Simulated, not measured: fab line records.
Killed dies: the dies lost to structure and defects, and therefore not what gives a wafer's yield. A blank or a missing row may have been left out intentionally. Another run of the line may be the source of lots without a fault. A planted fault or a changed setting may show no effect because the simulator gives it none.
Which of the tools did it? || flow nand_harc || 13 lots with 39 wafers sampled at 5 steps, on a route of 1159 steps

## WHAT EACH GAUGE READ, for each wafer
NHARC_A_SIN_REMOVE_INSPECT_04. Usual: raw_defect_count 287, standard deviation 71.
{"lot": "L557", "measured": "day 15 05:02", "on": "defect_inspect-01", "raw_defect_count": "255 328 472", "flag": ""}
{"lot": "L560", "measured": "day 15 05:02", "on": "defect_inspect-01", "raw_defect_count": "210 443 277", "flag": ""}
{"lot": "L566", "measured": "day 17 11:55", "on": "defect_inspect-02", "raw_defect_count": "380 302 319", "flag": ""}
{"lot": "L567", "measured": "day 17 11:55", "on": "defect_inspect-01", "raw_defect_count": "219 429 289", "flag": ""}
{"lot": "L565", "measured": "day 17 15:12", "on": "defect_inspect-01", "raw_defect_count": "291 329 279", "flag": ""}
{"lot": "L572", "measured": "day 18 01:03", "on": "defect_inspect-02", "raw_defect_count": "273 290 223", "flag": ""}
{"lot": "L570", "measured": "day 18 01:03", "on": "defect_inspect-01", "raw_defect_count": "200 185 259", "flag": ""}
{"lot": "L571", "measured": "day 18 22:48", "on": "defect_inspect-01", "raw_defect_count": "194 277 336", "flag": ""}
{"lot": "L576", "measured": "day 19 03:46", "on": "defect_inspect-02", "raw_defect_count": "300 349 282", "flag": ""}
{"lot": "L574", "measured": "day 19 03:49", "on": "defect_inspect-02", "raw_defect_count": "259 244 220", "flag": ""}
{"lot": "L579", "measured": "day 20 20:14", "on": "defect_inspect-02", "raw_defect_count": "273 250 271", "flag": ""}
{"lot": "L578", "measured": "day 20 20:15", "on": "defect_inspect-01", "raw_defect_count": "281 191 316", "flag": ""}
{"lot": "L577", "measured": "day 20 20:15", "on": "defect_inspect-02", "raw_defect_count": "223 310 349", "flag": ""}

NHARC_END_SORT_01. Usual: killed_at_array 27, standard deviation 11; killed_at_other 0.7, standard deviation 1.1; killed_at_periphery 3.6, standard deviation 2.4; killed_dies 32, standard deviation 11; killed_open 3.3, standard deviation 1.8; killed_short 2.1, standard deviation 1.5.
{"lot": "L566", "measured": "day 21 22:07", "on": "prober-02", "killed_at_array": "673 672 673", "killed_at_other": "1 0 0", "killed_at_periphery": "3 5 4", "killed_dies": "677 677 677", "killed_open": "6 5 4", "killed_short": "3 1 2", "flag": "OFF"}
{"lot": "L567", "measured": "day 21 22:11", "on": "prober-01", "killed_at_array": "672 673 675", "killed_at_other": "2 0 0", "killed_at_periphery": "3 4 2", "killed_dies": "677 677 677", "killed_open": "3 6 2", "killed_short": "4 4 3", "flag": "OFF"}
{"lot": "L565", "measured": "day 22 14:36", "on": "prober-02", "killed_at_array": "674 669 675", "killed_at_other": "1 2 0", "killed_at_periphery": "2 6 2", "killed_dies": "677 677 677", "killed_open": "5 1 6", "killed_short": "0 3 5", "flag": "OFF"}
{"lot": "L570", "measured": "day 22 23:07", "on": "prober-01", "killed_at_array": 9, "killed_at_other": 0, "killed_at_periphery": 1, "killed_dies": 10, "killed_open": 0, "killed_short": 3, "flag": ""}

## WHICH TOOL RAN EACH LOT (tool, then ch and the chambers of the sampled wafers, then the start)
{"lot": "L557", "NHARC_A_WL_FILL_ETCHBACK_04": "rie_metal-02 ch 0,1, day 15 13:53", "NHARC_A_WL_FILL_ALD_10": "ald_hk-01 ch 1,2, day 15 20:01", "NHARC_A_WL_FILL_ALD_19": "ald_metal-01 ch 1,2, day 16 05:47"}
{"lot": "L560", "NHARC_A_WL_FILL_ETCHBACK_04": "rie_metal-01 ch 0,1, day 15 16:41", "NHARC_A_WL_FILL_ALD_10": "ald_hk-03 ch 0,3, day 15 19:29", "NHARC_A_WL_FILL_ALD_19": "ald_metal-04 ch 0,3, day 16 05:50"}
{"lot": "L566", "NHARC_A_WL_FILL_ETCHBACK_04": "rie_metal-02 ch 1, day 17 16:25", "NHARC_A_WL_FILL_ALD_10": "ald_hk-03 ch 0,1,3, day 17 22:50", "NHARC_A_WL_FILL_ALD_19": "ald_metal-04 ch 0,1, day 18 08:31"}
{"lot": "L567", "NHARC_A_WL_FILL_ETCHBACK_04": "rie_metal-01 ch 0,1, day 17 16:52", "NHARC_A_WL_FILL_ALD_10": "ald_hk-01 ch 0,1,3, day 17 22:20", "NHARC_A_WL_FILL_ALD_19": "ald_metal-01 ch 0,1,2, day 18 08:33"}
{"lot": "L565", "NHARC_A_WL_FILL_ETCHBACK_04": "rie_metal-02 ch 1, day 17 21:52", "NHARC_A_WL_FILL_ALD_10": "ald_hk-03 ch 0,1,3, day 18 05:17", "NHARC_A_WL_FILL_ALD_19": "ald_metal-04 ch 1,3, day 18 14:34"}
{"lot": "L572", "NHARC_A_WL_FILL_ETCHBACK_04": "rie_metal-01 ch 0,1, day 18 12:38", "NHARC_A_WL_FILL_ALD_10": "ald_hk-02 ch 0,2,3, day 18 16:53", "NHARC_A_WL_FILL_ALD_19": "ald_metal-01 ch 0,1, day 19 03:05"}
{"lot": "L570", "NHARC_A_WL_FILL_ETCHBACK_04": "rie_metal-01 ch 0,1, day 18 09:43", "NHARC_A_WL_FILL_ALD_10": "ald_hk-01 ch 0,1,3, day 18 17:24", "NHARC_A_WL_FILL_ALD_19": "ald_metal-02 ch 0,3, day 19 03:02"}
{"lot": "L571", "NHARC_A_WL_FILL_ETCHBACK_04": "rie_metal-02 ch 1, day 19 03:23", "NHARC_A_WL_FILL_ALD_10": "ald_hk-02 ch 1,2, day 19 09:45", "NHARC_A_WL_FILL_ALD_19": "ald_metal-01 ch 1,3, day 19 19:55"}
{"lot": "L576", "NHARC_A_WL_FILL_ETCHBACK_04": "rie_metal-01 ch 1, day 19 10:52", "NHARC_A_WL_FILL_ALD_10": "ald_hk-03 ch 1,3, day 19 17:21", "NHARC_A_WL_FILL_ALD_19": "ald_metal-02 ch 1,2,3, day 20 03:50"}
{"lot": "L574", "NHARC_A_WL_FILL_ETCHBACK_04": "rie_metal-01 ch 0,1, day 19 13:52", "NHARC_A_WL_FILL_ALD_10": "ald_hk-03 ch 2,3, day 19 20:58", "NHARC_A_WL_FILL_ALD_19": "ald_metal-04 ch 2,3, day 20 06:41"}
{"lot": "L579", "NHARC_A_WL_FILL_ETCHBACK_04": "rie_metal-01 ch 0,1, day 21 00:44", "NHARC_A_WL_FILL_ALD_10": "ald_hk-01 ch 0,1,3, day 21 07:20", "NHARC_A_WL_FILL_ALD_19": "ald_metal-02 ch 0,1, day 21 16:22"}
{"lot": "L578", "NHARC_A_WL_FILL_ETCHBACK_04": "rie_metal-01 ch 0,1, day 21 00:38", "NHARC_A_WL_FILL_ALD_10": "ald_hk-03 ch 2,3, day 21 07:34", "NHARC_A_WL_FILL_ALD_19": "ald_metal-04 ch 0,1,3, day 21 16:24"}
{"lot": "L577", "NHARC_A_WL_FILL_ETCHBACK_04": "rie_metal-02 ch 0,1, day 21 03:26", "NHARC_A_WL_FILL_ALD_10": "ald_hk-02 ch 0,2, day 21 06:48", "NHARC_A_WL_FILL_ALD_19": "ald_metal-01 ch 1,2, day 21 16:24"}
- NHARC_A_WL_FILL_ETCHBACK_04: etches the open film in NF3, target depth 60 nm, time 120 s.
- NHARC_A_WL_FILL_ALD_10: deposits SiO2, target thk 50 nm, pulse time 10 s, ald cycles 500.
- NHARC_A_WL_FILL_ALD_19: deposits TiN, target thk 2 nm, pulse time 3 s, ald cycles 100.

## AS READ BY THE TOOLS THEMSELVES (means over the sampled wafers that have a number; for cases with no such wafer, the mark the record gives instead)
NHARC_A_WL_FILL_ETCHBACK_04. Usual: drypump_motor_current_A 5.6 A, standard deviation 0.34; oes_product_au 1.005 a.u., standard deviation 0.0093.
{"lot": "L557", "tool": "rie_metal-02", "drypump_motor_current_A (A)": 5.5, "oes_product_au (a.u.)": 0.999, "flag": ""}
{"lot": "L560", "tool": "rie_metal-01", "drypump_motor_current_A (A)": 5.5, "oes_product_au (a.u.)": 1.011, "flag": ""}
{"lot": "L566", "tool": "rie_metal-02", "drypump_motor_current_A (A)": 5.9, "oes_product_au (a.u.)": 1.004, "flag": ""}
{"lot": "L567", "tool": "rie_metal-01", "drypump_motor_current_A (A)": 5.4, "oes_product_au (a.u.)": 0.996, "flag": ""}
{"lot": "L565", "tool": "rie_metal-02", "drypump_motor_current_A (A)": 5.9, "oes_product_au (a.u.)": 1.011, "flag": ""}
{"lot": "L572", "tool": "rie_metal-01", "drypump_motor_current_A (A)": 5.4, "oes_product_au (a.u.)": 1.004, "flag": ""}
{"lot": "L570", "tool": "rie_metal-01", "drypump_motor_current_A (A)": 5.4, "oes_product_au (a.u.)": 0.998, "flag": ""}
{"lot": "L571", "tool": "rie_metal-02", "drypump_motor_current_A (A)": 5.9, "oes_product_au (a.u.)": 1.020, "flag": ""}
{"lot": "L576", "tool": "rie_metal-01", "drypump_motor_current_A (A)": 5.6, "oes_product_au (a.u.)": 1.002, "flag": ""}
{"lot": "L574", "tool": "rie_metal-01", "drypump_motor_current_A (A)": 5.4, "oes_product_au (a.u.)": 0.999, "flag": ""}
{"lot": "L579", "tool": "rie_metal-01", "drypump_motor_current_A (A)": 5.5, "oes_product_au (a.u.)": 1.004, "flag": ""}
{"lot": "L578", "tool": "rie_metal-01", "drypump_motor_current_A (A)": 5.5, "oes_product_au (a.u.)": 1.003, "flag": ""}
{"lot": "L577", "tool": "rie_metal-02", "drypump_motor_current_A (A)": 5.6, "oes_product_au (a.u.)": 0.993, "flag": ""}

NHARC_A_WL_FILL_ALD_10. Usual: heater_power_outer_w 269 W, standard deviation 39; heater_power_w 474 W, standard deviation 62; precursor_pulse_height_rel 1.000, standard deviation 0.02.
{"lot": "L557", "tool": "ald_hk-01", "heater_power_outer_w (W)": 251, "heater_power_w (W)": 434, "precursor_pulse_height_rel": 1.016, "flag": ""}
{"lot": "L560", "tool": "ald_hk-03", "heater_power_outer_w (W)": 257, "heater_power_w (W)": 457, "precursor_pulse_height_rel": 1.015, "flag": ""}
{"lot": "L566", "tool": "ald_hk-03", "heater_power_outer_w (W)": 259, "heater_power_w (W)": 471, "precursor_pulse_height_rel": 1.014, "flag": ""}
{"lot": "L567", "tool": "ald_hk-01", "heater_power_outer_w (W)": 244, "heater_power_w (W)": 434, "precursor_pulse_height_rel": 0.996, "flag": ""}
{"lot": "L565", "tool": "ald_hk-03", "heater_power_outer_w (W)": 264, "heater_power_w (W)": 469, "precursor_pulse_height_rel": 0.999, "flag": ""}
{"lot": "L572", "tool": "ald_hk-02", "heater_power_outer_w (W)": 303, "heater_power_w (W)": 530, "precursor_pulse_height_rel": 0.969, "flag": ""}
{"lot": "L570", "tool": "ald_hk-01", "heater_power_outer_w (W)": 249, "heater_power_w (W)": 447, "precursor_pulse_height_rel": 1.008, "flag": ""}
{"lot": "L571", "tool": "ald_hk-02", "heater_power_outer_w (W)": 330, "heater_power_w (W)": 567, "precursor_pulse_height_rel": 0.990, "flag": ""}
{"lot": "L576", "tool": "ald_hk-03", "heater_power_outer_w (W)": 306, "heater_power_w (W)": 522, "precursor_pulse_height_rel": 1.010, "flag": ""}
{"lot": "L574", "tool": "ald_hk-03", "heater_power_outer_w (W)": 278, "heater_power_w (W)": 482, "precursor_pulse_height_rel": 1.003, "flag": ""}
{"lot": "L579", "tool": "ald_hk-01", "heater_power_outer_w (W)": 251, "heater_power_w (W)": 443, "precursor_pulse_height_rel": 0.990, "flag": ""}
{"lot": "L578", "tool": "ald_hk-03", "heater_power_outer_w (W)": 275, "heater_power_w (W)": 475, "precursor_pulse_height_rel": 1.014, "flag": ""}
{"lot": "L577", "tool": "ald_hk-02", "heater_power_outer_w (W)": 319, "heater_power_w (W)": 561, "precursor_pulse_height_rel": 1.005, "flag": ""}

NHARC_A_WL_FILL_ALD_19. Usual: heater_power_outer_w 678 W, standard deviation 35; heater_power_w 1047 W, standard deviation 69; precursor_pulse_height_rel 0.999, standard deviation 0.021.
{"lot": "L557", "tool": "ald_metal-01", "heater_power_outer_w (W)": 651, "heater_power_w (W)": 1034, "precursor_pulse_height_rel": 0.978, "flag": ""}
{"lot": "L560", "tool": "ald_metal-04", "heater_power_outer_w (W)": 669, "heater_power_w (W)": 1037, "precursor_pulse_height_rel": 1.004, "flag": ""}
{"lot": "L566", "tool": "ald_metal-04", "heater_power_outer_w (W)": "-", "heater_power_w (W)": "-", "precursor_pulse_height_rel": "-", "flag": "OFF"}
{"lot": "L567", "tool": "ald_metal-01", "heater_power_outer_w (W)": "-", "heater_power_w (W)": "-", "precursor_pulse_height_rel": "-", "flag": "OFF"}
{"lot": "L565", "tool": "ald_metal-04", "heater_power_outer_w (W)": "-", "heater_power_w (W)": "-", "precursor_pulse_height_rel": "-", "flag": "OFF"}
{"lot": "L572", "tool": "ald_metal-01", "heater_power_outer_w (W)": 724, "heater_power_w (W)": 1186, "precursor_pulse_height_rel": 1.011, "flag": ""}
{"lot": "L570", "tool": "ald_metal-02", "heater_power_outer_w (W)": 690, "heater_power_w (W)": 1041, "precursor_pulse_height_rel": 0.984, "flag": ""}
{"lot": "L571", "tool": "ald_metal-01", "heater_power_outer_w (W)": 682, "heater_power_w (W)": 1040, "precursor_pulse_height_rel": 1.013, "flag": ""}
{"lot": "L576", "tool": "ald_metal-02", "heater_power_outer_w (W)": 676, "heater_power_w (W)": 1041, "precursor_pulse_height_rel": 1.002, "flag": ""}
{"lot": "L574", "tool": "ald_metal-04", "heater_power_outer_w (W)": 698, "heater_power_w (W)": 1076, "precursor_pulse_height_rel": 0.992, "flag": ""}
{"lot": "L579", "tool": "ald_metal-02", "heater_power_outer_w (W)": 649, "heater_power_w (W)": 985, "precursor_pulse_height_rel": 0.991, "flag": ""}
{"lot": "L578", "tool": "ald_metal-04", "heater_power_outer_w (W)": 704, "heater_power_w (W)": 1094, "precursor_pulse_height_rel": 0.990, "flag": ""}
{"lot": "L577", "tool": "ald_metal-01", "heater_power_outer_w (W)": 641, "heater_power_w (W)": 996, "precursor_pulse_height_rel": 1.021, "flag": ""}

## THE ANSWER, worked out from the rows above alone
Rule: lot off if the mean of its wafers having a number is beyond 3 standard deviations from the usual mean. Also off: a lot with no number at a reading for which 4 or more lots have one. Any other lot the step has rows for is counted as sound. The gauges are gone through in route order, then the tools' own readings, and for those a lot's mean is taken as printed above. At the first step where some lot is off, the reading lying furthest off is the one used; lots without a number count as furthest.
Off at NHARC_END_SORT_01 (killed_at_array): L566, L567, L565. Neither off nor sound, because the step has no rows for them: L557, L560, L572, L571, L576, L574, L579, L578, L577.
If a tool, at a process step before that reading, ran all the lots that are off and no sound lot after the first of them, it fits. The gauges at NHARC_END_SORT_01 aren't tried: what is off there is off at NHARC_A_WL_FILL_ALD_19 too, on other tools, and a gauge's error can't cause that. Not one of the candidates tried fits.

## WHAT THE SIMULATOR PUT IN
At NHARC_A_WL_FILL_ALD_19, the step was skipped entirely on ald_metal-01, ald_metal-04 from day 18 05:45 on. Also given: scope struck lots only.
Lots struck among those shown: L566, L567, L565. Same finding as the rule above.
